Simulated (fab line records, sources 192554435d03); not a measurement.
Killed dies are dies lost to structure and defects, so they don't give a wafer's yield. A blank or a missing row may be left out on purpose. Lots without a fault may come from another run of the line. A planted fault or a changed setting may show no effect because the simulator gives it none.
A struck lot beside a sound one | flow n5_finfet | 16 steps out of a route of 1938
Sound: wafers L899.1, L899.4, L899.6. Struck: wafers L908.1, L908.2, L908.3. The cause comes at the end.
At each step with rows: each side's tool, then ch and its chambers, then its first start. Under that, the readings that differ: sound wafers | struck wafers | difference of the means | sigmas: that difference in standard deviations of wafers without a fault.
alike: readings whose means differ by less than 2 such deviations, and words and numbers that are the same on both sides. not compared: withheld readings, readings that some wafer has no value for, bounds like >300 that may hide the same value, and numbers for which the record gives no deviation and whose values overlap.
The two part at a step that has a row with sigmas, a row that says differs or no value, or rows on one side only. Numbers that don't overlap but have no deviation are shown without sigmas and don't part them. A reading that every wafer of one side lacks parts them only if that side has two wafers or more.

first, 6 steps without rows for these wafers: N5_BEOL_M0_SAQP_COAT_34 (resist thk 30 nm); N5_BEOL_M0_SAQP_EBR_36; N5_BEOL_M0_SAQP_SOFTBAKE_35 (time 60 s); N5_BEOL_M0_SAQP_EXPOSE_37 (exposes mask M0 CUT1, target cd 30 nm); N5_BEOL_M0_SAQP_PEB_38 (peb time 60 s); N5_BEOL_M0_SAQP_DEVELOP_39 (develop time 30 s).
N5_BEOL_M0_SAQP_CD_MEAS_40: target cd 30 nm.
  sound on cd_sem-03 ch 0, day 6 01:04; struck on cd_sem-01 ch 0, day 8 00:42
  alike: cd_nm
N5_BEOL_M0_SAQP_OVL_MEAS_41:
  sound on overlay-01 ch 0, day 6 01:06; struck on overlay-01 ch 0, day 8 00:44
  alike: M0_CUT1_OVL
N5_BEOL_M0_SAQP_INSPECT_42: inspects for defects (brightfield).
  sound on defect_inspect-01, day 6 01:10; struck on defect_inspect-01, day 8 00:47
  alike: raw_defect_count
N5_BEOL_M0_SAQP_DESCUM_45: chemistry O2, time 7 s.
  sound on rie_diel-02 ch 1,3, day 6 01:11; struck on rie_diel-01 ch 0,1,2, day 8 00:49
  alike: drypump_motor_current_A, oes_product_au, rf_vpp_V, showerhead_plenum_p_Torr, throttle_valve_pct
  not compared: rf_hours_counter_h
N5_BEOL_M0_SAQP_ETCH_88: etches underlayer in N2/H2, target depth 6.5 nm, time 5.2 s.
  sound on rie_diel-02 ch 1,3, day 6 01:13; struck on rie_diel-01 ch 0,1,2, day 8 00:52
  alike: bias_w, chamber_pressure_mTorr, drypump_motor_current_A, etch_rf_on_time_s, oes_product_au, rf_vpp_V, showerhead_plenum_p_Torr, throttle_valve_pct
  not compared: rf_hours_counter_h
N5_BEOL_M0_SAQP_ETCH_73: etches SiARC in CF4, target depth 19.5 nm, time 32.5 s.
  sound on rie_diel-02 ch 1,3, day 6 01:14; struck on rie_diel-01 ch 0,1,2, day 8 00:52
  alike: bias_w, cf4_flow_sccm, drypump_motor_current_A, etch_rf_on_time_s, oes_product_au, rf_vpp_V, showerhead_plenum_p_Torr, throttle_valve_pct
  not compared: rf_hours_counter_h
N5_BEOL_M0_SAQP_CUT_ETCH_46: etches SOC in N2/H2, target depth 135 nm, overetch 27 nm, time 202.5 s.
  sound on rie_diel-02 ch 1,3, day 6 01:16; struck on rie_diel-01 ch 0,1,2, day 8 00:54
  no value came back on the struck wafers for any of 6 readings (bias_w (W), chamber_pressure_mTorr (mTorr) and others); on the sound wafers bias_w (W) reads 149.5 150.8 150.4
  reading                                              | sound       | struck     | difference | sigmas
  model.SiARC_of_BEOL_M0_SAQP_COAT_72.thk_nm (nm)      | 4.4 4.2 4.2 | 15 15 15.2 | +11        |
  model.underlayer_of_BEOL_M0_SAQP_COAT_87.thk_nm (nm) | 0 0 0       | 5 5 5      | +5         |
  not compared: rf_hours_counter_h
then, 1 step without rows for these wafers: N5_BEOL_M0_SAQP_STRIP_74 (strips in N2/H2).
N5_BEOL_M4_RC_MEAS_101:
  the record has rows for the sound wafers here (prober-02 ch 0, day 9 00:16) and none for the struck ones
-- the record jumps here: 8 days lie between the struck wafers' starts before and after (it left off in module BEOL_M4 and takes up again in module PASSIVATION, whose first step shown is number 1936 of the route) --
N5_PASSIVATION_PROBE_49:
  sound on prober-02, day 13 08:52; struck on prober-02, day 16 04:25
  reading                  | sound          | struck         | difference | sigmas
  defect_limited_yield (%) | 89.1 88.3 89.1 | 0 0 0          | -89        | -63
  killed_at_M0_to_M3       | 25 39 33       | 1129 1116 1139 | +1096      | +99 or more
  killed_at_front_end      | 61 73 66       | 26 31 20       | -41        | -3
  killed_dies              | 129 138 129    | 1180 1180 1180 | +1048      | +66
  killed_on_rim            | 10 27 20       | 152 152 152    | +133       | +32
  sort_bin_5_function (%)  | 5.9 6.4 6.9    | 97.0 95.4 97.1 | +90.1      | +99 or more
  sort_n_pass              | 1051 1042 1051 | 0 0 0          | -1048      | -62
  sort_yield_pct (%)       | 89.1 88.3 89.1 | 0 0 0          | -89        | -59
  alike: killed_at_M4_up, killed_at_contacts, killed_at_other, killed_open, killed_short, sort_bin_6_memory

WHERE THEY PART
First at N5_BEOL_M0_SAQP_CUT_ETCH_46; last, within this record, at N5_PASSIVATION_PROBE_49.

WHY: what the simulator had put in
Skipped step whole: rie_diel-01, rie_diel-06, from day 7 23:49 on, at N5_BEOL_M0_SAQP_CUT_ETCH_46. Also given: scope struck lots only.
